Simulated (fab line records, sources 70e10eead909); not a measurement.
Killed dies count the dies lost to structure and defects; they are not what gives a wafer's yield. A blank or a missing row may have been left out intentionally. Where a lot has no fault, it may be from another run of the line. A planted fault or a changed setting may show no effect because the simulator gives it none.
Matching of chambers ; flow nand harc ; NHARC_A_BONDPAD_ETCH_34 on rie diel-06: 4 sister chambers
The step etches the open film in N2/H2, target depth 60 nm, overetch 18 nm, time 65.91 s. 16 wafers are shown with their chamber, then 8 later ones without.

== WAFERS PAIRED WITH THEIR CHAMBERS ==
wafer;chamber;showerhead plenum p Torr (Torr);drypump motor current A (A);rf vpp V (V)
L749.1;0;2.10;5.7;431.7
L749.3;2;2.20;4.9;435.2
L749.4;3;2.19;6.0;434.3
L756.3;0;2.10;5.8;433.0
L756.5;0;2.10;5.8;431.4
L756.6;1;1.99;5.8;428.6
L759.4;2;2.20;4.8;435.8
L759.5;0;2.10;5.8;433.4
L759.6;1;1.99;5.8;428.3
L760.2;3;2.19;6.0;434.0
L760.5;0;2.10;5.7;431.9
L760.6;3;2.19;6.0;434.8
L762.3;3;2.19;6.0;433.7
L762.4;2;2.19;4.8;435.1
L762.6;1;1.99;5.8;427.3
L766.3;2;2.19;4.8;435.0

SIGNATURES, as means of the wafers listed above
reading;chamber 0;chamber 1;chamber 2;chamber 3;scatter within a chamber
showerhead plenum p Torr;2.1000;1.9900;2.1950;2.1900;0.00289
drypump motor current A;5.760;5.800;4.825;6.000;0.0403
rf vpp V;432.280;428.067;435.275;434.200;0.646
Rule: for a wafer and a chamber, the distance is found by dividing, reading by reading, the gap between the wafer's reading and the chamber's mean by the reading's scatter, squaring, summing and taking the root. If the next closest chamber is less than 2 further off than the closest, the wafer can't be placed; otherwise it belongs to the closest. The scatter: take each reading less its chamber's mean, square it, sum over the shown wafers, divide by the number of wafers less the number of chambers, and take the root.

== WAFERS WHOSE CHAMBER IS MISSING ==
wafer;showerhead plenum p Torr (Torr);drypump motor current A (A);rf vpp V (V)
L766.4;2.19;6.0;434.4
L766.5;1.99;5.8;428.7
L768.4;1.99;5.7;429.8
L768.5;2.10;5.7;431.4
L768.6;2.19;4.9;435.8
L770.1;1.99;5.8;431.0
L770.4;2.19;6.0;433.6
L770.5;1.99;5.7;428.9

== WHICH CHAMBER EACH ONE RAN IN ==
wafer;from the rows above;in truth
L766.4;3;3
L766.5;1;1
L768.4;1;1
L768.5;0;0
L768.6;2;2
L770.1;1;1
L770.4;3;3
L770.5;1;1
Correct placement for 8 of the 8. Can't be placed from these rows: 0. Placed wrongly: 0.
